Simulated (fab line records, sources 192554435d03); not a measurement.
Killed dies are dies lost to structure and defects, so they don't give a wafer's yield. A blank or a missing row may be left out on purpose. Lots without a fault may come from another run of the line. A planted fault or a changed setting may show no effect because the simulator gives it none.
One fault seen from 2 desks | flow n5_finfet | each desk has only its own numbers; what lay behind them comes last

THE TOOL OWNER'S DESK: pecvd-01
The tool's own readings at N5_BEOL_M0_SAQP_ILD_DEP_01 (deposits SiOC from DEMS/O2, target thk 45.419 nm, time 8.7 s): means of the sampled wafers that have a number, for each lot that ran on this tool. A lot is out of limits, marked OUT, if its mean lies more than 4 standard deviations from the usual mean; the brackets give that distance.
Columns: A = heater_power_w at N5_BEOL_M0_SAQP_ILD_DEP_01, usual 517 W; B = showerhead_plenum_p_Torr at N5_BEOL_M0_SAQP_ILD_DEP_01, usual 5.689 Torr; C = throttle_valve_pct at N5_BEOL_M0_SAQP_ILD_DEP_01, usual 11.9 %
lot  | first seen here | A   | B     | C
L539 | day 5 14:59     | 666 | 5.679 | 12.0
L542 | day 6 11:01     | 530 | 5.674 | 11.9
L543 | day 6 15:08     | 567 | 5.673 | 11.8
L544 | day 6 23:08     | 610 | 5.689 | 11.7
L547 | day 7 16:08     | 427 | 5.671 | 11.8
L557 | day 10 04:07    | 583 | 5.675 | 12.0
L560 | day 11 02:20    | 537 | 5.679 | 12.0
This desk's finding: nothing out of limits on any of the 7 lots.

THE METROLOGY DESK
What the gauges read, lot by lot, whatever tool the lot ran on: means of the sampled wafers that have a number. A lot is out of limits, marked OUT, if its mean lies more than 4 standard deviations from the usual mean; the brackets give that distance. Of its 11 readings 7 are shown: the one that was out of limits first, and those that lie furthest out on some lot.
Columns: A = M0_RS at N5_BEOL_M0_RS_MEAS_126, usual 0.526 ohm/sq; B = DIBL_N at N5_BEOL_M4_RC_MEAS_101, usual 36.0 mV/V; C = DIBL_P at N5_BEOL_M4_RC_MEAS_101, usual 36.7 mV/V; D = IOFF_P at N5_BEOL_M4_RC_MEAS_101, usual 0.21 nA/um; E = SS_N at N5_BEOL_M4_RC_MEAS_101, usual 71.5 mV/dec; F = SS_P at N5_BEOL_M4_RC_MEAS_101, usual 73.4 mV/dec; G = VT_N at N5_BEOL_M4_RC_MEAS_101, usual 250 mV
lot  | first seen here | A                | B    | C    | D    | E    | F    | G
L539 | day 6 04:31     | 0.510            | 38.3 | 36.8 | 0.22 | 72.0 | 74.1 | 251
L542 | day 7 00:47     | 0.537            | 32.4 | 33.3 | 0.17 | 70.9 | 72.0 | 252
L543 | day 7 04:52     | 0.517            | 36.9 | 37.8 | 0.23 | 71.1 | 72.7 | 250
L544 | day 7 12:32     | 0.742 (+9.4) OUT | 36.4 | 38.8 | 0.26 | 71.1 | 74.3 | 249
L546 | day 8 01:43     | 0.556            | 36.8 | 37.4 | 0.22 | 71.8 | 73.8 | 253
L547 | day 8 08:33     | 0.923 (+17) OUT  | 35.9 | 38.1 | 0.22 | 71.0 | 73.6 | 247
L556 | day 10 15:16    | 0.517            | 31.3 | 32.9 | 0.15 | 70.4 | 72.6 | 255
L557 | day 10 17:21    | 0.538            | 35.6 | 37.0 | 0.19 | 71.6 | 73.5 | 253
L560 | day 11 15:14    | 0.511            | 35.8 | 38.0 | 0.22 | 71.2 | 73.5 | 247
This desk's finding: out of limits on L544, L547; first on L544, day 7 12:32 (M0_RS at N5_BEOL_M0_RS_MEAS_126). In limits: L539, L542, L543, L546, L556, L557, L560.

PUT TOGETHER
The metrology desk could have raised an alarm at day 7 12:32, on L544, L547.
The tool owner's desk saw nothing out of limits.
The tool owner's desk has L544, L547 on record, within its limits.
Of the lots named, all ran N5_BEOL_M0_SAQP_ILD_DEP_01 on pecvd-01.

WHAT THE SIMULATOR HAD PUT IN
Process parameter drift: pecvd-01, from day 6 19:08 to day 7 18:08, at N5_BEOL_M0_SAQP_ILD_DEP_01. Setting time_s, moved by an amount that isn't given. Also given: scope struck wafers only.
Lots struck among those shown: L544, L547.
Hours from the fault's start to each desk's first reading out of limits: the metrology desk, 17.
